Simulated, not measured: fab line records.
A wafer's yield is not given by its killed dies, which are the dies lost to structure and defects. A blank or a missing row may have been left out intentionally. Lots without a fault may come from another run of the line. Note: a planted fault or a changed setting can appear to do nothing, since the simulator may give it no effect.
Which tool is to blame? | flow nand-harc | 6 lots, 18 wafers sampled, at 5 steps of a route of 1159

WHAT EACH GAUGE READ, for each wafer
NHARC_END_SORT_01.
lot  | measured     | on        | killed-at-array
L439 | day 22 04:14 | prober-01 | 677 32 30
L440 | day 23 08:08 | prober-02 | 32 24 46

TOOL THAT RAN EACH LOT (tool first, then ch and the chambers of the sampled wafers, then the start)
lot  | NHARC_A_STAIRCASE_TRIM_18                     | NHARC_A_STAIRCASE_ETCH_19                     | NHARC_A_STAIRCASE_TRIM_22                     | NHARC_A_STAIRCASE_ETCH_25
L427 | rie-diel-02 ch 0,1,2, day 11 07:36 or earlier | rie-diel-02 ch 0,2, day 11 07:36 or earlier   | rie-diel-13 ch 0,3, day 11 07:36 or earlier   | rie-diel-13 ch 0,2, day 11 07:36
L428 | rie-diel-04 ch 1,2,3, day 11 18:08 or earlier | rie-diel-04 ch 0,2,3, day 11 18:08 or earlier | rie-diel-13 ch 1,2,3, day 11 18:08 or earlier | rie-diel-13 ch 1,2,3, day 11 18:08
L439 | rie-diel-02 ch 0,1,2, day 14 02:35 or earlier | rie-diel-02 ch 0,2,3, day 14 02:35 or earlier | rie-diel-02 ch 2,3, day 14 02:35 or earlier   | rie-diel-02 ch 0,2, day 14 02:35
L440 | rie-diel-13 ch 0,3, day 14 21:14 or earlier   | rie-diel-13 ch 0,1, day 14 21:14 or earlier   | rie-diel-04 ch 0,1,3, day 14 21:14 or earlier | rie-diel-04 ch 0,3, day 14 21:14
L446 | rie-diel-13 ch 0,2,3, day 16 00:07 or earlier | rie-diel-13 ch 1,2, day 16 00:07 or earlier   | rie-diel-04 ch 0,2,3, day 16 00:07 or earlier | rie-diel-04 ch 1,2, day 16 00:07
L448 | rie-diel-02 ch 0,1,2, day 16 19:04 or earlier | rie-diel-02 ch 0,1,3, day 16 19:04 or earlier | rie-diel-04 ch 1,2, day 16 19:04 or earlier   | rie-diel-04 ch 1,2, day 16 19:04
- NHARC_A_STAIRCASE_TRIM_18: chemistry O2, time 211.2 s.
- NHARC_A_STAIRCASE_ETCH_19: etches the open film in C4F8/O2, target depth 100 nm, time 40.5 s.
- NHARC_A_STAIRCASE_TRIM_22: chemistry O2, time 211.2 s.
- NHARC_A_STAIRCASE_ETCH_25: etches the open film in C4F8/O2, target depth 100 nm, time 40.5 s.

THE ANSWER, worked out from the rows above alone
Rule: the usual values come from the lots themselves. Put in order of their means at a reading, lots are off if they are a third of the lots or fewer, leave a main group of 4 or more, and stand apart from it by a gap of 3 or more times the standard deviation of the main group's means; of several such gaps the widest counts. The tables above print the reading to a certain number of digits; a main group whose means all agree to those digits is not used. Also off: a lot with no number at a reading for which 4 or more lots have one. The other lots that the step has rows for count as sound.
None of the lots is off at any reading shown; this tells nothing.

WHAT THE SIMULATOR HAD INSERTED
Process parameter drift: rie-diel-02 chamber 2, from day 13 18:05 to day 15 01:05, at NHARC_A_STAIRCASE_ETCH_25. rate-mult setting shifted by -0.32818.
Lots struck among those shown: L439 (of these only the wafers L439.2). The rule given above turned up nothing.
